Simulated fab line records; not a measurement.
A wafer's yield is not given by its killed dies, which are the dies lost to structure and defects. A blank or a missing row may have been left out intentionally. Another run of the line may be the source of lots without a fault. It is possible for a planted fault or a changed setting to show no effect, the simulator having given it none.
Split-lot trial / flow n5-finfet / route with 1938 steps; 7 lots, 21 wafers read

## SPLIT DETAILS
At N5_BEOL_M14_PEB_26 (peb time 90 s), the setting peb-temp-c was moved away from the recipe's 130 C on 6 of the 21 wafers read, by -2.8% to +1.3%. The other wafers ran this setting at the recipe's value.

## FROM THE SPLIT TO THE READING: what the file shows between them, 2 steps
- N5_BEOL_M14_DEVELOP_27: develop time 45 s
- N5_BEOL_M14_HARDBAKE_32: time 120 s

## THE READING
cd-nm, in nm, at N5_BEOL_M14_CD_MEAS_28 (target cd 284.4 nm). Fault-free wafers of this fab line usually give 285.6 nm, standard deviation 1.8 nm.

wafer=L081.1; tool, chamber at the split=litho-track-02, 0; peb-temp-c as run, C=130; against the recipe=recipe; cd-nm, nm=281.1; against lot-mates on the recipe=-
wafer=L081.2; tool, chamber at the split=litho-track-02, 0; peb-temp-c as run, C=128; against the recipe=-1.5%; cd-nm, nm=275.2; against lot-mates on the recipe=-6.7
wafer=L081.3; tool, chamber at the split=litho-track-02, 0; peb-temp-c as run, C=130; against the recipe=recipe; cd-nm, nm=282.6; against lot-mates on the recipe=-
wafer=L083.2; tool, chamber at the split=litho-track-04, 0; peb-temp-c as run, C=130; against the recipe=recipe; cd-nm, nm=288.3; against lot-mates on the recipe=-
wafer=L083.3; tool, chamber at the split=litho-track-04, 0; peb-temp-c as run, C=128.3; against the recipe=-1.3%; cd-nm, nm=279.3; against lot-mates on the recipe=-7.2
wafer=L083.6; tool, chamber at the split=litho-track-04, 0; peb-temp-c as run, C=130; against the recipe=recipe; cd-nm, nm=284.8; against lot-mates on the recipe=-
wafer=L082.2; tool, chamber at the split=litho-track-02, 0; peb-temp-c as run, C=130; against the recipe=recipe; cd-nm, nm=285.1; against lot-mates on the recipe=-
wafer=L082.4; tool, chamber at the split=litho-track-02, 0; peb-temp-c as run, C=130; against the recipe=recipe; cd-nm, nm=285.5; against lot-mates on the recipe=-
wafer=L082.6; tool, chamber at the split=litho-track-02, 0; peb-temp-c as run, C=130; against the recipe=recipe; cd-nm, nm=286.5; against lot-mates on the recipe=-
wafer=L085.1; tool, chamber at the split=litho-track-02, 0; peb-temp-c as run, C=131.7; against the recipe=+1.3%; cd-nm, nm=296.0; against lot-mates on the recipe=+10.6
wafer=L085.2; tool, chamber at the split=litho-track-02, 0; peb-temp-c as run, C=130; against the recipe=recipe; cd-nm, nm=286.0; against lot-mates on the recipe=-
wafer=L085.5; tool, chamber at the split=litho-track-02, 0; peb-temp-c as run, C=130; against the recipe=recipe; cd-nm, nm=284.9; against lot-mates on the recipe=-
wafer=L087.3; tool, chamber at the split=litho-track-02, 0; peb-temp-c as run, C=131.4; against the recipe=+1.1%; cd-nm, nm=292.5; against lot-mates on the recipe=+4.4
wafer=L087.4; tool, chamber at the split=litho-track-02, 0; peb-temp-c as run, C=131.4; against the recipe=+1.1%; cd-nm, nm=291.6; against lot-mates on the recipe=+3.5
wafer=L087.5; tool, chamber at the split=litho-track-02, 0; peb-temp-c as run, C=130; against the recipe=recipe; cd-nm, nm=288.1; against lot-mates on the recipe=-
wafer=L091.1; tool, chamber at the split=litho-track-05, 0; peb-temp-c as run, C=130; against the recipe=recipe; cd-nm, nm=283.2; against lot-mates on the recipe=-
wafer=L091.2; tool, chamber at the split=litho-track-05, 0; peb-temp-c as run, C=130; against the recipe=recipe; cd-nm, nm=285.6; against lot-mates on the recipe=-
wafer=L091.6; tool, chamber at the split=litho-track-05, 0; peb-temp-c as run, C=126.3; against the recipe=-2.8%; cd-nm, nm=263.5; against lot-mates on the recipe=-20.9
wafer=L093.3; tool, chamber at the split=litho-track-05, 0; peb-temp-c as run, C=130; against the recipe=recipe; cd-nm, nm=285.5; against lot-mates on the recipe=-
wafer=L093.4; tool, chamber at the split=litho-track-05, 0; peb-temp-c as run, C=130; against the recipe=recipe; cd-nm, nm=285.3; against lot-mates on the recipe=-
wafer=L093.5; tool, chamber at the split=litho-track-05, 0; peb-temp-c as run, C=130; against the recipe=recipe; cd-nm, nm=285.7; against lot-mates on the recipe=-

FIT RESULTS
A straight line over all 21 wafers: cd-nm changes by +7.04 nm for each +1% of peb-temp-c; r = +0.96; the points scatter about the line by 1.9 nm.
The same after taking each lot's own level away (the mean of its wafers on the recipe; 21 wafers): +6.25 nm for each +1%; r = +0.96; scatter 1.7 nm.
That fit puts the effect of the largest move of peb-temp-c on the reading at 18 nm.
The span of the lots' own levels, 281.85 to 288.10 nm, comes to 3.5 times the standard deviation stated above.
In other words, the slope is changed by the lot-to-lot level; the two fits disagree.
Check: -14.7 nm against its lot-mates is what the line predicts for one of the wafers moved furthest among these (-2.8%) when that wafer is left out of the fit. Against them it came out at -20.9 nm.

## THE OTHER SPLITS THESE WAFERS WENT THROUGH
Other splits were also applied to these wafers ahead of the reading. Each is held against what the fit with the lots' levels taken away leaves over:
other split on the same wafers=N5_BEOL_M13_EXPOSE_25 dose-mj; wafers away from the commonest value=7; r with cd-nm (lot level and that fit taken away)=+0.04

## THE WHOLE CHAIN: every reading that the file lists as answering this split, in the file's order
step=N5_BEOL_M14_CD_MEAS_28; what it does=target cd 284.4 nm; reading=cd-nm; change (the file's fit)=+6.46 nm for each +1% of the setting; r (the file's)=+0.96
step=N5_BEOL_M14_DESCUM_33; what it does=chemistry O2, time 7.9 s; reading=BEOL_M14.cd-nm (the simulator's own value, which no gauge read); change (the file's fit)=+6.54 nm for each +1% of the setting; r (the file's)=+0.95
step=N5_BEOL_M14_ETCH_67; what it does=etches SiARC in CF4, target depth 143 nm, time 238.3 s; reading=BEOL_M14.cd-nm (the simulator's own value, which no gauge read); change (the file's fit)=+6.61 nm for each +1% of the setting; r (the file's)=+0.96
step=N5_BEOL_M14_ETCH_68; what it does=etches SOC in N2/H2, time 450 s; reading=BEOL_M14.cd-nm (the simulator's own value, which no gauge read); change (the file's fit)=+6.32 nm for each +1% of the setting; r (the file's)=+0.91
step=N5_BEOL_M14_TRENCH_ETCH_34; what it does=etches SiO2 in C4F8/O2/Ar, target depth 556.65 nm, time 126.9 s; reading=BEOL_M14.cd-nm (the simulator's own value, which no gauge read); change (the file's fit)=+6.25 nm for each +1% of the setting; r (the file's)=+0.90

## THE FILE'S OWN FIT
cd-nm changes by +6.46 nm for each +1% of peb-temp-c, r = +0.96.
